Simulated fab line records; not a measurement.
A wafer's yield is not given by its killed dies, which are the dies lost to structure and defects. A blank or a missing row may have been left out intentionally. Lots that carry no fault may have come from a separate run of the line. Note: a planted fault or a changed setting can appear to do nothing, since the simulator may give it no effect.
Which tool is to blame?	flow n5 finfet	at 1 step of a route of 1938, 23 lots with 69 wafers sampled

## WHAT THE GAUGES SHOWED, per wafer
N5_SD_EPI_P_CD_MEAS_09: the cd target is 240 nm. Usual: cd nm reads 240.1 nm (standard deviation 0.68).
lot	measured	on	cd nm (nm)	flag
L074	day 3 06:25	cd sem-03	240.5 241.1 240.5	
L075	day 3 11:46	cd sem-03	239.5 240.1 240.9	
L076	day 3 17:49	cd sem-02	239.8 239.5 239.8	
L077	day 3 23:02	cd sem-03	240.0 239.4 238.6	
L078	day 4 08:39	cd sem-01	240.4 240.2 239.5	
L079	day 4 12:35	cd sem-02	239.3 239.4 240.3	
L080	day 4 21:34	cd sem-02	239.2 239.9 239.8	
L081	day 5 02:09	cd sem-02	239.6 238.7 238.6	
L082	day 5 09:07	cd sem-03	240.7 239.6 240.6	
L083	day 5 11:59	cd sem-01	239.5 240.4 239.6	
L085	day 6 02:23	cd sem-03	239.8 239.9 240.4	
L086	day 6 09:04	cd sem-03	240.7 241.2 240.9	
L087	day 6 12:01	cd sem-02	239.3 239.3 240.2	
L088	day 6 19:28	cd sem-03	239.8 240.5 240.2	
L089	day 7 01:25	cd sem-02	239.5 240.4 239.9	
L090	day 7 05:50	cd sem-02	240.4 240.5 240.9	
L091	day 7 13:29	cd sem-01	239.9 239.1 240.2	
L092	day 7 18:43	cd sem-02	240.8 240.6 240.8	
L093	day 8 01:26	cd sem-02	240.7 240.1 240.3	
L094	day 8 05:40	cd sem-03	240.1 240.4 241.0	
L095	day 8 12:51	cd sem-01	240.9 240.1 241.0	
L096	day 9 02:49	cd sem-03	240.7 240.3 240.3	
L097	day 9 06:35	cd sem-02	240.9 240.9 241.3	

## WHAT TOOL EACH LOT RAN ON (gives the tool, then ch and the chambers of the sampled wafers, and finally the start)
Record: no process step prior to these readings.

## AS READ BY THE TOOLS THEMSELVES (means over the sampled wafers that have a number; for cases with no such wafer, the mark the record gives instead)
The record holds no such reading with a usual standard deviation.

## THE ANSWER, worked out from the rows above alone
Rule: a lot is off if the mean of its wafers that have a number lies more than 3 standard deviations from the usual mean. A lot without any number at a reading at which 4 lots or more have one is off too. Where the step has rows for the other lots, those lots are counted as sound. After the gauges, taken in route order, come the tools' own readings; for these a lot's mean is taken, as printed above. The first step at which some lot is off is used, and at that step the reading that is off furthest; a lot without a number counts as furthest.
Nothing can be told from this: no lot is off at any reading shown.

## WHAT THE SIMULATOR HAD PUT IN
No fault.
